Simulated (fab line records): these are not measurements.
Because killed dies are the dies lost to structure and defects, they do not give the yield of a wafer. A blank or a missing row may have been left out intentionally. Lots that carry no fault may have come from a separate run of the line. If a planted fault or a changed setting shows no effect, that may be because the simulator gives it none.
Matching of chambers	flow nand-harc	pecvd-01 running NHARC_A_M1_PRE_CLEAN_32: 3 sister chambers
The step time 12 s. 6 wafers are shown with their chamber, then 8 later ones without.

== WAFERS, EACH WITH ITS CHAMBER ==
wafer	chamber	heater-power-w (W)	rf-fwd-power-W (W)
L080.4	1	736	292.2
L082.3	1	758	293.4
L083.1	0	782	292.8
L083.4	0	786	292.7
L083.5	2	622	292.7
L089.4	2	595	292.3

== WAFERS WITHOUT THEIR CHAMBER ==
wafer	heater-power-w (W)	rf-fwd-power-W (W)
L089.5	597	292.8
L089.6	766	292.0
L095.3	557	292.0
L095.5	745	293.5
L095.6	556	293.4
L097.2	548	293.0
L097.3	535	292.7
L097.5	703	293.3

== CHAMBER TAKEN BY EACH ==
wafer	from the rows above	in truth
L089.5	2	2
L089.6	can't be placed: 0 or 1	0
L095.3	2	2
L095.5	can't be placed: 1 or 0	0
L095.6	2	2
L097.2	2	2
L097.3	2	2
L097.5	1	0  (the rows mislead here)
Correct placement for 5 of the 8. Can't be placed from these rows: 2 (the true chamber is among the candidates in 2). Wrongly placed: 1.
How it was worked out, from the rows above alone: a wafer's distance from a chamber is the root of the sum, over the readings, of the square of ((its reading less the chamber's mean) divided by the reading's scatter). If the next closest chamber is less than 2 further off than the closest, the wafer can't be placed; otherwise it belongs to the closest. A chamber's mean is the mean of its shown wafers. The scatter: take each reading less its chamber's mean, square it, sum over the shown wafers, divide by the number of wafers less the number of chambers, and take the root.
